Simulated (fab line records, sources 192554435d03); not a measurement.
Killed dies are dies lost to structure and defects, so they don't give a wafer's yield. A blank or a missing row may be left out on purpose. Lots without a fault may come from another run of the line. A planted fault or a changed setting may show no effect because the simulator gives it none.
Split-lot experiment | flow n5_finfet | 7 lots, 21 wafers read, on a route of 1938 steps

THE SPLIT
At N5_BEOL_M14_SPUTTER_43 (material TaN, target thk 15 nm, time 24.19 s), the setting time_s was moved away from the recipe's 24.19 s on 9 of the 21 wafers read, by -9.6% to +13.6%. The other wafers ran this setting at the recipe's value.

The reading is taken at the split's own step.

THE READING
TaN_of_BEOL_M14_SPUTTER_43.thk_nm (the simulator's own value, which no gauge read), in nm, at N5_BEOL_M14_SPUTTER_43 (material TaN, target thk 15 nm, time 24.19 s). The file gives no usual value for it. The 12 wafers here that ran the recipe average 14.8 nm, standard deviation 0.2 nm.

wafer  | tool, chamber at the split | time_s as run, s | against the recipe | TaN_of_BEOL_M14_SPUTTER_43.thk_nm, nm | against lot-mates on the recipe
L074.1 | pvd_sputter-02, -          | 24.19            | recipe             | 14.8                                  | -
L074.4 | pvd_sputter-02, -          | 27.47            | +13.6%             | 17                                    | +2.1
L074.5 | pvd_sputter-02, -          | 24.19            | recipe             | 15                                    | -
L080.2 | pvd_sputter-02, -          | 27               | +11.6%             | 16.8                                  | no lot-mate on the recipe
L080.3 | pvd_sputter-02, -          | 27               | +11.6%             | 16.8                                  | no lot-mate on the recipe
L080.6 | pvd_sputter-02, -          | 27               | +11.6%             | 17                                    | no lot-mate on the recipe
L089.2 | pvd_sputter-02, -          | 24.19            | recipe             | 15                                    | -
L089.4 | pvd_sputter-02, -          | 24.19            | recipe             | 15                                    | -
L089.5 | pvd_sputter-02, -          | 24.19            | recipe             | 15                                    | -
L088.1 | pvd_sputter-01, -          | 21.86            | -9.6%              | 13.4                                  | -1.2
L088.4 | pvd_sputter-01, -          | 21.86            | -9.6%              | 13.4                                  | -1.2
L088.3 | pvd_sputter-01, -          | 24.19            | recipe             | 14.6                                  | -
L091.1 | pvd_sputter-02, -          | 24.19            | recipe             | 14.8                                  | -
L091.2 | pvd_sputter-02, -          | 24.19            | recipe             | 14.4                                  | -
L091.4 | pvd_sputter-02, -          | 24.19            | recipe             | 14.6                                  | -
L090.1 | pvd_sputter-02, -          | 24.19            | recipe             | 15                                    | -
L090.4 | pvd_sputter-02, -          | 24.19            | recipe             | 15                                    | -
L090.6 | pvd_sputter-02, -          | 27.02            | +11.7%             | 17                                    | +2.0
L095.2 | pvd_sputter-01, -          | 25.77            | +6.5%              | 15.6                                  | +0.8
L095.4 | pvd_sputter-01, -          | 25.77            | +6.5%              | 15.8                                  | +1.0
L095.5 | pvd_sputter-01, -          | 24.19            | recipe             | 14.8                                  | -

THE FIT
A straight line over all 21 wafers: TaN_of_BEOL_M14_SPUTTER_43.thk_nm changes by +0.164 nm for each +1% of time_s; r = +0.98; the points scatter about the line by 0.2 nm.
The same after taking each lot's own level away (the mean of its wafers on the recipe; 18 wafers): +0.145 nm for each +1%; r = +0.99; scatter 0.13 nm.
On that fit, the largest move of time_s shifts the reading by 2 nm.
The lots' own levels span 14.60 to 15.00 nm, that is 2.0 times the standard deviation above.
So the lot-to-lot level changes the slope: the two fits differ.
Check: with one of the wafers moved furthest among these (+13.6%) left out of the fit, the line predicts +1.97 nm for it against its lot-mates. It came out at +2.1 nm against them.

OTHER SPLITS ON THESE WAFERS
These wafers also went through other splits before the reading. Each is held against what the fit with the lots' levels taken away leaves over:
other split on the same wafers | wafers away from the commonest value | r with TaN_of_BEOL_M14_SPUTTER_43.thk_nm (lot level and that fit taken away)
N5_BEOL_M11_DESCUM_16 time_s   | 9                                    | +0.01
N5_BEOL_M12_SPUTTER_43 power_w | 4                                    | +0.23
N5_BEOL_M13_ETCH_67 bias_w     | 7                                    | +0.19

THE FILE'S OWN FIT
TaN_of_BEOL_M14_SPUTTER_43.thk_nm changes by +0.152 nm for each +1% of time_s, r = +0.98.
